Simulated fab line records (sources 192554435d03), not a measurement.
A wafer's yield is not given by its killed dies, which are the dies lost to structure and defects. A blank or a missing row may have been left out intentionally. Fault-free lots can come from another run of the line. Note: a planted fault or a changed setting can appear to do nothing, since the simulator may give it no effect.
fab line records	flow n5-finfet
record: lots: 6	wafers: 17	last-day: 18
route steps=1938 shown DUMMY_GATE@256 SPACER0@258 SD_EPI_N@262 BEOL_M4@1111 PASSIVATION@1936
lots with no fault: from the same line, run without faults
start-h: start of the lot's first displayed wafer, in hours after the record's first day	wait-h: how many hours have passed since the lot's step before this one	" identical to the entry in the row above	L1.1+2: one row covering several wafers at once	- no value present, or no start provided	* or withheld: withheld	< > ~ a bound
route shown NAME@n: a module of which the file shows steps, and the number in the route of the first	usual: mean/standard deviation of fault-free wafers	same: alike in all rows	chamber/n: place in a boat	sites: per-site readings	_std_site: standard deviation of those values	_edge_site: inner sites' mean taken away from outer sites' mean	radius-mm: how far each site lies from the wafer's centre	mask NAME#n: copy n	behind: tool/chamber where the wafer was last shaped	hold: what put the lot on hold/how long, in hours/how the hold closed	device: whichever transistor did not switch (one of n, p or np)	end of line: tests of these same wafers at the route's end	a step given without rows: its recipe and nothing more	killed: not the wafer's yield, but the dies lost to structure and defects at the first sort	map: a wafer's dies, x killed, . not, _ none there
set.NAME: the setting that was run; set.NAME@STEP: the one run at that earlier step	model.NAME: the simulator's own value behind a step, which no gauge read
certain route steps with their lots: each step a table, each wafer a row
services: the hour from which a tool's chamber was out of use, counted from the record's first day as start-h (under 0 if before that day), plus the number of hours and why
== steps ==
step: N5_DUMMY_GATE_UV_OZONE_45
recipe: time-s: 120	pressure-torr: 760	temp-c: 25
step: N5_DUMMY_GATE_INSPECT_27
recipe: inspect-instrument: brightfield	mode: aei
usual: raw-defect-count: 315/77
lot.wafer	tool	chamber	start-h	wait-h	raw-defect-count
L460.1	defect-inspect-02	-	46.54	0.0	209
L460.2	"	-	"	"	360
L460.4	"	-	"	"	289
L462.1	defect-inspect-02	-	61.55	0.0	246
L462.2	"	-	"	"	341
L462.5	"	-	"	"	317
L467.2	defect-inspect-02	-	88.63	0.0	353
L467.3	"	-	"	"	360
L467.6	"	-	"	"	292
L471.1	defect-inspect-02	-	113.88	0.0	284
L471.6	"	-	"	"	227
L479.1	defect-inspect-02	-	165.16	0.0	275
L479.3	"	-	"	"	222
L479.5	"	-	"	"	247
L480.1	defect-inspect-02	-	169.93	0.0	310
L480.2	"	-	"	"	467
L480.3	"	-	"	"	283
step: N5_SPACER0_ALD_07
recipe: material: SiNx	target-thk-a: 20	temp-c: 400	ald-precursor-family: SiH2I2	ald-co-reactant: N2/H2-plasma	pressure-torr: 2
usual: heater-power-w: 840/67
lot.wafer	tool	chamber	start-h	wait-h	heater-power-w
L460.1	ald-sin-03	3	47.48	0.9	896
L460.2	"	0	"	"	887
L460.4	"	1	"	"	783
L462.1	ald-sin-02	0	61.66	0.1	888
L462.2	"	3	"	"	799
L462.5	"	0	"	"	876
L467.2	ald-sin-03	2	90.60	2.0	986
L467.3	"	3	"	"	887
L467.6	"	3	"	"	872
L471.1	ald-sin-03	3	113.92	0.0	881
L471.6	"	0	"	"	894
L479.1	ald-sin-02	3	165.27	0.1	817
L479.3	"	0	"	"	883
L479.5	"	1	"	"	810
L480.1	ald-sin-02	1	170.18	0.2	755
L480.2	"	2	"	"	766
L480.3	"	0	"	"	866
step: N5_SPACER0_ALD_00
recipe: material: SiOCN	target-thk-a: 35	temp-c: 400	ald-precursor-family: alkyl-aminosilane	ald-co-reactant: O2/N2-plasma	pulse-time-s: 3	purge-time-s: 2	co-reactant-purge-time-s: 2	ald-cycles: 58	pressure-torr: 2
usual: heater-power-w: 842/68	precursor-pulse-height-rel: 1.001/0.019
same: co-reactant-purge-time-s: 2
lot.wafer	tool	chamber	start-h	wait-h	heater-power-w	precursor-pulse-height-rel
L460.1	ald-sin-03	3	47.63	0.1	883	0.967
L460.2	"	0	"	"	885	0.999
L460.4	"	1	"	"	793	0.996
L462.1	ald-sin-02	0	61.81	0.1	867	1.013
L462.2	"	3	"	"	796	1.029
L462.5	"	0	"	"	868	0.979
L467.2	ald-sin-03	2	90.76	0.1	999	1.007
L467.3	"	3	"	"	887	1.012
L467.6	"	3	"	"	868	0.999
L471.1	ald-sin-03	3	114.07	0.1	904	0.976
L471.6	"	0	"	"	906	0.990
L479.1	ald-sin-02	3	165.42	0.1	814	0.984
L479.3	"	0	"	"	879	0.981
L479.5	"	1	"	"	777	1.004
L480.1	ald-sin-02	1	170.33	0.1	768	0.993
L480.2	"	2	"	"	751	0.973
L480.3	"	0	"	"	882	0.980
step: N5_SPACER0_ALD_08
recipe: material: SiNx	target-thk-a: 20	temp-c: 400	ald-precursor-family: SiH2I2	ald-co-reactant: N2/H2-plasma	pressure-torr: 2
usual: heater-power-w: 841/68
lot.wafer	tool	chamber	start-h	wait-h	heater-power-w
L460.1	ald-sin-03	3	47.89	0.1	899
L460.2	"	0	"	"	919
L460.4	"	1	"	"	788
L462.1	ald-sin-02	0	62.07	0.1	859
L462.2	"	3	"	"	780
L462.5	"	0	"	"	863
L467.2	ald-sin-03	2	91.01	0.1	990
L467.3	"	3	"	"	897
L467.6	"	3	"	"	919
L471.1	ald-sin-03	3	114.33	0.1	878
L471.6	"	0	"	"	880
L479.1	ald-sin-02	3	165.68	0.1	820
L479.3	"	0	"	"	885
L479.5	"	1	"	"	781
L480.1	ald-sin-02	1	170.59	0.1	773
L480.2	"	2	"	"	764
L480.3	"	0	"	"	864
step: N5_SPACER0_INSPECT_04
recipe: inspect-instrument: darkfield	mode: post-dep
usual: raw-defect-count: 138/30
lot.wafer	tool	chamber	start-h	wait-h	raw-defect-count
L460.1	defect-inspect-01	-	48.05	0.1	142
L460.2	"	-	"	"	152
L460.4	"	-	"	"	137
L462.1	defect-inspect-01	-	62.23	0.1	78
L462.2	"	-	"	"	114
L462.5	"	-	"	"	127
L467.2	defect-inspect-02	-	91.17	0.1	167
L467.3	"	-	"	"	155
L467.6	"	-	"	"	127
L471.1	defect-inspect-01	-	114.49	0.1	146
L471.6	"	-	"	"	123
L479.1	defect-inspect-01	-	165.84	0.1	103
L479.3	"	-	"	"	111
L479.5	"	-	"	"	98
L480.1	defect-inspect-02	-	170.74	0.1	135
L480.2	"	-	"	"	189
L480.3	"	-	"	"	123
step: N5_SD_EPI_N_COAT_32
recipe: resist: SOC	temp-c: 250	time-s: 60	spin-rpm: 1500	resist-thk-nm: 350
step: N5_SD_EPI_N_COAT_33
recipe: resist: SiARC	temp-c: 220	time-s: 60	spin-rpm: 1500	resist-thk-nm: 35
step: N5_SD_EPI_N_COAT_03
recipe: resist: CAR-ArF-block	spin-rpm: 1500	resist-thk-nm: 150
step: N5_SD_EPI_N_EBR_05
recipe: solvent: PGMEA	ebr-width-mm: 1.5
step: N5_SD_EPI_N_SOFTBAKE_04
recipe: temp-c: 110	time-s: 60	resist: CAR-ArF-block
step: N5_SD_EPI_N_EXPOSE_06
recipe: mask-id: SD_N_BLK	na: 1.35	source-shape: conventional	sigma-outer: 0.8	polarization: unpolarized	target-cd-nm: 120	dose-mj: 39.75
step: N5_SD_EPI_N_PEB_07
recipe: peb-temp-c: 110	peb-time-s: 60	resist: CAR-ArF-block
usual: plate-temp-C: 109.98/0.13
lot.wafer	tool	chamber	start-h	wait-h	plate-temp-C
L460.1	litho-track-03	0	48.25	0.1	110.18
L460.2	"	0	"	"	110.19
L460.4	"	0	"	"	109.95
L462.1	litho-track-01	0	62.56	0.1	109.95
L462.2	"	0	"	"	109.96
L462.5	"	0	"	"	110.04
L467.2	litho-track-03	0	91.50	0.0	110.78
L467.3	"	0	"	"	110.64
L467.6	"	0	"	"	110.86
L471.1	litho-track-03	0	114.82	0.1	110.60
L471.6	"	0	"	"	110.65
L479.1	litho-track-03	0	166.04	0.1	109.90
L479.3	"	0	"	"	109.87
L479.5	"	0	"	"	109.86
L480.1	litho-track-05	0	171.07	0.1	110.02
L480.2	"	0	"	"	109.96
L480.3	"	0	"	"	110.00
step: N5_SD_EPI_N_DEVELOP_08
recipe: develop-time-s: 30	developer: TMAH	resist: CAR-ArF-block	dev-temp-c: 23	rinse-liquid: diw	dry: air-spin
step: N5_SD_EPI_N_CD_MEAS_09
recipe: target-cd-nm: 120	landing-energy-ev: 500	detector: se-inlens
usual: cd-nm: 119.9/1.1
lot.wafer	tool	chamber	start-h	wait-h	cd-nm
L460.1	cd-sem-02	0	48.32	-	121.2
L460.2	"	0	"	"	121.5
L460.4	"	0	"	"	121.8
L462.1	cd-sem-01	0	62.62	-	118.8
L462.2	"	0	"	"	119.3
L462.5	"	0	"	"	118.4
L467.2	cd-sem-01	0	91.57	-	122.8
L467.3	"	0	"	"	123.5
L467.6	"	0	"	"	123.2
L471.1	cd-sem-03	0	114.89	-	123.2
L471.6	"	0	"	"	122.0
L479.1	cd-sem-02	0	166.11	-	121.0
L479.3	"	0	"	"	121.1
L479.5	"	0	"	"	121.1
L480.1	cd-sem-02	0	171.14	-	118.9
L480.2	"	0	"	"	118.8
L480.3	"	0	"	"	119.5
step: N5_SD_EPI_N_OVL_MEAS_10
recipe: points-per-wafer: 44
usual: SD_N_BLK_OVL: 0.3/0.77
lot.wafer	tool	chamber	start-h	wait-h	SD_N_BLK_OVL[nm]
L460.1	overlay-01	0	48.35	0.0	0.2
L460.2	"	0	"	"	0.4
L460.4	"	0	"	"	0.3
L462.1	overlay-01	0	62.65	0.0	0.3
L462.2	"	0	"	"	0.4
L462.5	"	0	"	"	0.8
L467.2	overlay-02	0	91.60	0.0	1.2
L467.3	"	0	"	"	0.8
L467.6	"	0	"	"	0.8
L471.1	overlay-02	0	114.92	0.0	-0.3
L471.6	"	0	"	"	-0.3
L479.1	overlay-02	0	166.14	0.0	-0.6
L479.3	"	0	"	"	-1.9
L479.5	"	0	"	"	-0.5
L480.1	overlay-01	0	171.17	0.0	-0.4
L480.2	"	0	"	"	0.4
L480.3	"	0	"	"	-0.1
step: N5_SD_EPI_N_INSPECT_11
recipe: mode: adi	inspect-instrument: macro
usual: raw-defect-count: 2.1/1.3
lot.wafer	tool	chamber	start-h	wait-h	raw-defect-count
L460.1	defect-inspect-01	-	48.37	0.0	5
L460.2	"	-	"	"	2
L460.4	"	-	"	"	4
L462.1	defect-inspect-01	-	62.68	0.0	2
L462.2	"	-	"	"	3
L462.5	"	-	"	"	1
L467.2	defect-inspect-02	-	91.63	0.0	2
L467.3	"	-	"	"	4
L467.6	"	-	"	"	3
L471.1	defect-inspect-01	-	114.94	0.0	2
L471.6	"	-	"	"	0
L479.1	defect-inspect-02	-	166.17	0.0	3
L479.3	"	-	"	"	0
L479.5	"	-	"	"	2
L480.1	defect-inspect-01	-	171.20	0.0	3
L480.2	"	-	"	"	5
L480.3	"	-	"	"	4
step: N5_SD_EPI_N_DESCUM_14
recipe: chemistry: O2	time-s: 7.9	source-power-w: 50	bias-power-w: 20	pressure-mtorr: 20	rf-frequency-hz: 2.712e+07	temp-c: 40	resist: CAR-ArF-block	o2-flow-sccm: 225
usual: bias-power-w: 20.00/0.062	drypump-motor-current-A: 5.7/0.41	oes-product-au: 0.81/0.091	rf-fwd-power-W: 49.42/0.2	rf-vpp-V: 243.6/1.3	showerhead-plenum-p-Torr: 2.12/0.074	throttle-valve-pct: 20.49/0.21
lot.wafer	tool	chamber	start-h	wait-h	bias-power-w	drypump-motor-current-A	oes-product-au	rf-fwd-power-W	rf-hours-counter-h	rf-vpp-V	showerhead-plenum-p-Torr	throttle-valve-pct
L460.1	rie-diel-05	0	48.42	0.0	20.04	5.6	0.75	49.16	163	244.1	2.17	20.33
L460.2	"	2	"	"	20.08	6.6	0.96	49.31	3	242.4	2.08	20.60
L460.4	"	3	"	"	19.98	5.4	0.75	49.31	165	244.9	2.20	20.70
L462.1	rie-diel-02	3	62.75	0.1	20.01	5.6	0.73	49.46	154	241.6	2.01	20.73
L462.2	"	1	"	"	19.99	5.3	0.94	49.21	6	243.4	2.16	20.19
L462.5	"	3	"	"	20.06	5.6	0.73	49.45	-	241.9	2.01	20.73
L467.2	rie-diel-03	1	91.66	0.0	20.09	5.4	0.72	49.64	210	243.7	2.17	20.64
L467.3	"	0	"	"	19.92	5.5	0.75	49.86	147	243.1	2.10	20.66
L467.6	"	3	"	"	20.04	5.9	0.70	49.57	-	244.8	2.15	20.71
L471.1	rie-diel-05	1	114.97	0.0	20.01	5.9	0.87	49.59	33	241.3	2.02	20.21
L471.6	"	2	"	"	20.00	6.6	0.90	49.07	-	243.9	2.07	20.65
L479.1	rie-diel-02	2	166.20	0.0	19.99	5.5	0.81	49.43	86	244.4	2.20	20.34
L479.3	"	1	"	"	19.93	5.4	0.87	49.07	42	243.1	2.15	20.25
L479.5	"	0	"	"	19.93	6.2	0.91	49.82	-	245.6	2.24	20.44
L480.1	rie-diel-05	1	171.23	0.0	20.04	5.9	0.85	49.37	52	242.8	2.02	20.23
L480.2	"	0	"	"	19.93	5.7	0.71	49.45	200	245.0	2.16	20.39
L480.3	"	2	"	"	20.06	6.6	0.87	49.32	43	240.8	2.06	20.68
step: N5_SD_EPI_N_ETCH_34
recipe: chemistry: CF4	target: SiARC	target-depth-a: 455	mask-material: CAR-ArF-block	time-s: 75.8	ion-energy-ev: 80	pressure-mtorr: 40	source-w: 545	bias-w: 36	Ar_flow_sccm: 100	cf4-flow-sccm: 100	ends: cleared
usual: drypump-motor-current-A: 5.8/0.41	etch-rf-on-time-s: 75/3.3	mfc-ar-sccm: 99.97/0.28	oes-product-au: 0.70/0.084	rf-fwd-power-W: 539.6/2.1	rf-vpp-V: 184.4/1.3	showerhead-plenum-p-Torr: 2.16/0.067	throttle-valve-pct: 15.60/0.23
lot.wafer	tool	chamber	start-h	wait-h	drypump-motor-current-A	etch-rf-on-time-s	mfc-ar-sccm	oes-product-au	rf-fwd-power-W	rf-hours-counter-h	rf-vpp-V	showerhead-plenum-p-Torr	throttle-valve-pct	model.SD_EPI_N.cd-nm
L460.1	rie-diel-05	0	48.45	0.0	5.6	74	100.27	0.65	540.2	163	184.6	2.21	15.50	121.8
L460.2	"	2	"	"	6.6	76	100.27	0.82	537.4	3	184.9	2.11	15.57	121.4
L460.4	"	3	"	"	5.4	81	99.84	0.61	539.9	165	187.0	2.25	15.88	121.6
L462.1	rie-diel-02	3	62.78	0.0	5.6	77	100.11	0.63	541.0	154	182.8	2.05	15.73	119.2
L462.2	"	1	"	"	5.4	72	100.16	0.83	541.8	6	185.3	2.20	15.23	119.2
L462.5	"	3	"	"	5.6	77	100.06	0.64	539.9	-	182.3	2.05	15.72	118.8
L467.2	rie-diel-03	1	91.69	0.0	5.4	82	100.43	0.59	541.3	210	185.8	2.22	15.89	122.6
L467.3	"	0	"	"	5.5	78	99.83	0.63	543.9	147	184.0	2.14	15.71	122.6
L467.6	"	3	"	"	5.9	78	100.20	0.58	545.1	-	185.2	2.20	16.02	123.2
L471.1	rie-diel-05	1	115.01	0.0	5.9	73	100.24	0.76	537.0	33	184.1	2.09	15.44	123.6
L471.6	"	2	"	"	6.6	75	100.09	0.77	538.0	-	183.2	2.10	15.62	121.8
L479.1	rie-diel-02	2	166.23	0.0	5.5	74	100.35	0.70	539.9	86	184.6	2.22	15.45	121
L479.3	"	1	"	"	5.3	70	99.98	0.76	540.1	42	185.0	2.18	15.29	121.2
L479.5	"	0	"	"	6.3	73	100.21	0.78	540.6	-	184.3	2.24	15.32	120.4
L480.1	rie-diel-05	1	171.27	0.0	5.9	74	99.39	0.74	537.7	52	183.1	2.08	15.49	119.2
L480.2	"	0	"	"	5.6	75	99.73	0.62	538.4	200	185.0	2.19	15.57	119
L480.3	"	2	"	"	6.6	75	100.01	0.74	534.9	43	184.8	2.10	15.67	119.6
step: N5_SD_EPI_N_ETCH_35
recipe: chemistry: N2/H2	target: SOC	overetch-a: 1080	mask-material: SiARC	temp-c: 40	ion-energy-ev: 100	source-w: 3000	bias-w: 133	pressure-mtorr: 20	time-s: 486	n2-flow-sccm: 200	h2-flow-sccm: 200
usual: drypump-motor-current-A: 5.8/0.41	oes-product-au: 0.72/0.075	rf-fwd-power-W: 2996/8.8	rf-vpp-V: 241.2/1.4	showerhead-plenum-p-Torr: 2.57/0.088	throttle-valve-pct: 23.91/0.27
lot.wafer	tool	chamber	start-h	wait-h	drypump-motor-current-A	oes-product-au	rf-fwd-power-W	rf-hours-counter-h	rf-vpp-V	showerhead-plenum-p-Torr	throttle-valve-pct
L460.1	rie-diel-05	0	48.51	0.0	5.7	0.68	3000	163	242.6	2.66	24.04
L460.2	"	2	"	"	6.6	0.87	2988	3	238.4	2.49	23.85
L460.4	"	3	"	"	5.4	0.67	2985	165	241.1	2.65	23.90
L462.1	rie-diel-02	3	62.84	0.0	5.6	0.67	2983	154	237.9	2.44	24.54
L462.2	"	1	"	"	5.4	0.84	2994	6	243.4	2.60	23.66
L462.5	"	3	"	"	5.6	0.66	3008	-	239.0	2.44	24.53
L467.2	rie-diel-03	1	91.75	0.0	5.5	0.65	3003	210	240.9	2.63	23.95
L467.3	"	0	"	"	5.5	0.66	3006	148	240.4	2.53	24.04
L467.6	"	3	"	"	5.9	0.62	2996	-	241.8	2.61	23.91
L471.1	rie-diel-05	1	115.07	0.0	5.9	0.78	2985	33	240.6	2.47	23.83
L471.6	"	2	"	"	6.6	0.80	2998	-	240.6	2.48	23.87
L479.1	rie-diel-02	2	166.29	0.0	5.5	0.72	2984	86	243.4	2.67	23.93
L479.3	"	1	"	"	5.4	0.77	3006	42	241.0	2.59	23.72
L479.5	"	0	"	"	6.3	0.79	2986	-	243.2	2.68	23.36
L480.1	rie-diel-05	1	171.32	0.0	5.9	0.76	2990	52	240.9	2.47	23.84
L480.2	"	0	"	"	5.7	0.65	2987	200	242.5	2.65	24.07
L480.3	"	2	"	"	6.6	0.77	3003	43	240.4	2.47	23.90
step: N5_BEOL_M4_RC_MEAS_101
usual: DIBL_N: 36.1/2.5	DIBL_P: 36/3.3	IOFF_N: 0.16/0.046	IOFF_P: 0.20/0.051	ION_N: 676/16	ION_P: 462/11	SS_N: 71.6/0.87	SS_P: 73.2/0.86	VT_N: 251/4.4	VT_P: -252/4.6
lot.wafer	tool	chamber	start-h	wait-h	DIBL_N[mV/V]	DIBL_P[mV/V]	IOFF_N[nA/um]	IOFF_P[nA/um]	ION_N[uA/um]	ION_P[uA/um]	SS_N[mV/dec]	SS_P[mV/dec]	VT_N[mV]	VT_P[mV]
L460.1	prober-02	0	200.58	0.0	36.0	37	0.15	0.20	666	464	72.4	73.5	253	-251
L460.2	"	0	"	"	38.6	39	0.24	0.27	701	474	72.8	73.9	246	-248
L460.4	"	0	"	"	35.7	38	0.16	0.22	679	466	70.8	73.3	249	-250
L462.1	prober-02	0	208.11	0.0	33.1	28	0.09	0.12	643	441	71.2	71.2	258	-258
L462.2	"	0	"	"	43.4	43	0.31	0.33	698	473	73.0	75.3	241	-244
L462.5	"	0	"	"	34.4	32	0.11	0.15	652	453	71.1	71.8	256	-256
L467.2	prober-01	0	236.07	0.2	33.4	32	0.11	0.15	677	458	70.6	71.7	252	-255
L467.3	"	0	"	"	38.9	40	0.21	0.26	698	477	72.3	73.6	247	-246
L467.6	"	0	"	"	35.6	36	0.15	0.20	681	477	71.2	72.4	250	-248
L471.1	prober-02	0	270.24	0.0	32.0	28	0.08	0.10	654	447	70.5	72.2	262	-262
L471.6	"	0	"	"	37.6	35	0.16	0.18	679	464	72.1	73.2	250	-254
L479.1	prober-01	0	313.20	0.0	33.2	32	0.12	0.16	682	472	70.2	72.5	253	-253
L479.3	"	0	"	"	31.6	30	0.09	0.14	658	463	69.9	73.0	256	-254
L479.5	"	0	"	"	35.5	34	0.13	0.19	674	467	70.8	73.2	253	-249
L480.1	prober-02	0	327.35	0.0	35.7	32	0.16	0.18	658	453	72.9	71.8	251	-250
L480.2	"	0	"	"	33.7	33	0.12	0.18	676	468	70.4	71.8	253	-250
L480.3	"	0	"	"	37.2	38	0.20	0.27	698	480	71.8	74.4	245	-244
step: N5_PASSIVATION_PROBE_49
usual: defect-limited-yield: 91.0/1.4	killed_at_M0_to_M3: 34/10	killed_at_M4_up: 15/5.5	killed-at-contacts: 12/6.1	killed-at-front-end: 41/12	killed-at-other: 4/3.4	killed-dies: 106/17	killed-open: 70/13	killed-short: 34/7.4	sort_bin_4_leakage: 0.01/0.065	sort_bin_5_function: 5.3/1	sort_bin_6_memory: 3.4/0.69	sort_bin_8_speed: 0.03/0.22	sort-n-pass: 1073/17	sort-yield-pct: 91.0/1.4
same: gross-dies: 1180	killed-at-back-side: 0
lot.wafer	tool	chamber	start-h	wait-h	defect-limited-yield[%]	killed_at_M0_to_M3	killed_at_M4_up	killed-at-contacts	killed-at-front-end	killed-at-other	killed-dies	killed-open	killed-short	sort_bin_4_leakage[%]	sort_bin_5_function[%]	sort_bin_6_memory[%]	sort_bin_8_speed[%]	sort-n-pass	sort-yield-pct[%]
L460.1	prober-02	-	313.89	0.0	89.2	24	17	17	67	2	127	70	47	0	5.8	4.2	0	1053	89.2
L460.2	prober-02	-	313.94	0.1	93.0	21	14	6	41	1	83	56	22	0	4.2	2.5	0	1097	93.0
L460.4	prober-02	-	314.04	0.2	94.5	15	14	17	19	0	65	43	22	0	3.0	2.1	0	1115	94.5
L479.1	prober-02	-	426.30	0.0	91.5	18	12	10	60	0	100	66	33	0	5.2	3.1	0	1080	91.5
L479.3	prober-02	-	426.40	0.1	90.4	34	13	10	51	5	113	80	32	0	6.2	3.1	0	1067	90.4
L479.5	prober-02	-	426.50	0.2	88.1	33	12	16	67	13	141	85	55	0	7.0	4.9	0	1039	88.1
killed by level:class
L460.1 FIN_SAQP:geometric-particle:open=22 FIN_SAQP:geometric-particle:short=15 MOL_CONTACT_COAG:geometric-particle:open=14 GATE_CUT:geometric-particle:short=7 BEOL_M3:geometric-particle:open=6 STARTING-WAFER:geometric-particle:short=6 BEOL_M6:geometric-particle:open=4 BEOL_M2:geometric-particle:short=4
L460.2 STI_FIN_REVEAL:geometric-particle:open=11 BEOL_M3:geometric-particle:open=9 MOL_CONTACT_COAG:geometric-particle:open=6 STARTING-WAFER:geometric-particle:short=5 FIN_SAQP:geometric-particle:short=4 FIN_SAQP:geometric-particle:open=4 BEOL_M1:geometric-particle:open=4 BEOL_M2:geometric-particle:open=4
L460.4 MOL_CONTACT_COAG:geometric-particle:open=13 BEOL_M0_SAQP:geometric-particle:short=5 ILD0:geometric-particle:open=4 MOL_CONTACT_COAG:geometric-particle:short=4 BEOL_M1:geometric-particle:open=4 BEOL_M8:geometric-particle:open=4 FIN_SAQP:geometric-particle:short=3 BEOL_M4:geometric-particle:open=3
L479.1 STI_FIN_REVEAL:geometric-particle:open=17 FIN_SAQP:geometric-particle:short=14 FIN_SAQP:geometric-particle:open=11 MOL_CONTACT_COAG:geometric-particle:open=8 BEOL_M1:geometric-particle:open=6 BEOL_M4:geometric-particle:open=5 BEOL_M2:geometric-particle:open=5 SPACER0:geometric-particle:open=4
L479.3 STI_FIN_REVEAL:geometric-particle:open=24 BEOL_M2:geometric-particle:open=15 MOL_CONTACT_COAG:geometric-particle:open=8 FIN_SAQP:geometric-particle:open=7 BEOL_M0_SAQP:geometric-particle:short=7 BEOL_M4:geometric-particle:open=7 FIN_SAQP:geometric-particle:short=5 BEOL_M0_SAQP:geometric-particle:open=5
L479.5 STI_FIN_REVEAL:geometric-particle:open=21 FIN_SAQP:geometric-particle:short=18 BEOL_M1:geometric-particle:open=13 MOL_CONTACT_COAG:geometric-particle:open=10 GATE_CUT:geometric-particle:short=9 BEOL_M3:geometric-particle:open=9 FIN_SAQP:geometric-particle:open=8 MOL_CONTACT_COAG:geometric-particle:short=6
== services ==
tool	chamber	start-h	hours	kind
ald-sin-03	0	26.26	3.7	repair
ald-sin-03	-	31.60	0.8	repair
rie-diel-02	1	37.31	-	clean
rie-diel-02	1	37.31	-	consumable-replace:focus-ring
rie-diel-02	1	37.31	13.7	scheduled-down
rie-diel-02	1	37.31	13.7	vent-cycle
rie-diel-02	0	51.29	-	clean
rie-diel-02	0	51.29	-	consumable-replace:focus-ring
rie-diel-02	0	51.29	-	consumable-replace:showerhead
rie-diel-02	0	51.29	20.3	scheduled-down
rie-diel-02	0	51.29	20.3	vent-cycle
rie-diel-05	1	57.46	4.4	repair
ald-sin-02	-	70.20	2.8	pm
ald-sin-03	3	70.52	4.1	repair
rie-diel-03	1	80.63	1.5	repair
rie-diel-03	-	89.00	0.2	repair
rie-diel-03	2	127.09	-	clean
rie-diel-03	2	127.09	-	consumable-replace:focus-ring
rie-diel-03	2	127.09	13.7	scheduled-down
rie-diel-03	2	127.09	13.7	vent-cycle
rie-diel-05	-	137.49	0.3	repair
rie-diel-03	3	143.60	-	clean
rie-diel-03	3	143.60	-	consumable-replace:focus-ring
rie-diel-02	1	170.85	12.0	repair
== key ==
first-sign: step: N5_SD_EPI_N_PEB_07	reading: plate-temp-C	direction: up	sigmas: 5.5	usual: *	struck: *
effect none on later readings
model-effect: step: N5_SD_EPI_N_ETCH_34	value: SD_EPI_N.cd-nm	without: 121.1	struck: 122.8
met-at N5_SD_EPI_N_PEB_07
struck-wafers L467.2,L467.3,L467.6,L471.1,L471.6
onset-between 48.25 91.50
fault: kind: process-parameter-drift	tool: litho-track-03	chamber: -	onset-h: 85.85	steps: N5_SD_EPI_N_PEB_07	channel: peb-temp-c	offset: *	shape: step	end-h: 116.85	acts-in: *	stated: *
